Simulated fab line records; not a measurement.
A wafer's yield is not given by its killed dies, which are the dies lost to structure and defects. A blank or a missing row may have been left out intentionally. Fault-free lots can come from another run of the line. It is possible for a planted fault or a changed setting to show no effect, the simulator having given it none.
Chamber matching | flow n5_finfet | N5_MOL_CONTACT_COAG_ETCH_66 on rie_diel-06: 4 sister chambers
The step etches SiARC in CF4, target depth 13 nm, time 21.7 s. 18 wafers are shown with their chamber, then 9 later ones without.

## WAFERS PAIRED WITH THEIR CHAMBERS
wafer  | chamber | showerhead_plenum_p_Torr (Torr) | drypump_motor_current_A (A) | throttle_valve_pct (%)
L076.1 | 2       | 2.28                            | 5.74                        | 15.19
L076.4 | 0       | 2.27                            | 5.59                        | 15.58
L076.5 | 0       | 2.27                            | 5.57                        | 15.57
L081.2 | 3       | 2.20                            | 5.25                        | 15.54
L081.3 | 2       | 2.28                            | 5.76                        | 15.21
L081.5 | 0       | 2.27                            | 5.55                        | 15.59
L080.1 | 1       | 2.10                            | 5.63                        | 15.40
L080.2 | 2       | 2.28                            | 5.76                        | 15.20
L080.6 | 3       | 2.20                            | 5.26                        | 15.53
L085.2 | 3       | 2.20                            | 5.26                        | 15.55
L085.3 | 1       | 2.10                            | 5.59                        | 15.41
L085.6 | 2       | 2.28                            | 5.77                        | 15.23
L087.1 | 1       | 2.10                            | 5.61                        | 15.42
L087.2 | 0       | 2.26                            | 5.55                        | 15.61
L087.6 | 0       | 2.26                            | 5.56                        | 15.60
L088.2 | 2       | 2.27                            | 5.75                        | 15.24
L088.5 | 0       | 2.26                            | 5.56                        | 15.61
L088.6 | 2       | 2.27                            | 5.75                        | 15.24

SIGNATURES (averages over the wafers above)
reading                  | chamber 0 | chamber 1 | chamber 2 | chamber 3 | scatter within a chamber
showerhead_plenum_p_Torr | 2.2650    | 2.1000    | 2.2767    | 2.2000    | 0.0045
drypump_motor_current_A  | 5.5633    | 5.6100    | 5.7550    | 5.2567    | 0.0135
throttle_valve_pct       | 15.5933   | 15.4100   | 15.2183   | 15.5400   | 0.0169
Rule: for a wafer and a chamber, the distance is found by dividing, reading by reading, the gap between the wafer's reading and the chamber's mean by the reading's scatter, squaring, summing and taking the root. If the next closest chamber is less than 2 further off than the closest, the wafer can't be placed; otherwise it belongs to the closest. The scatter: take each reading less its chamber's mean, square it, sum over the shown wafers, divide by the number of wafers less the number of chambers, and take the root.

## WAFERS WHOSE CHAMBER IS MISSING
wafer  | showerhead_plenum_p_Torr (Torr) | drypump_motor_current_A (A) | throttle_valve_pct (%)
L090.2 | 2.20                            | 5.26                        | 15.07
L090.3 | 2.10                            | 5.61                        | 15.41
L090.4 | 2.27                            | 5.76                        | 15.26
L092.4 | 2.26                            | 5.56                        | 15.63
L092.5 | 2.09                            | 5.62                        | 15.42
L092.6 | 2.27                            | 5.74                        | 15.25
L096.3 | 2.19                            | 5.27                        | 15.10
L096.5 | 2.26                            | 5.57                        | 15.64
L096.6 | 2.09                            | 5.61                        | 15.45

## THE CHAMBER EACH PASSED THROUGH
wafer  | from the rows above | in truth
L090.2 | 3                   | 3
L090.3 | 1                   | 1
L090.4 | 2                   | 2
L092.4 | 0                   | 0
L092.5 | 1                   | 1
L092.6 | 2                   | 2
L096.3 | 3                   | 3
L096.5 | 0                   | 0
L096.6 | 1                   | 1
9 of 9 placed correctly. From these rows, 0 cannot be placed. Wrongly placed: 0.
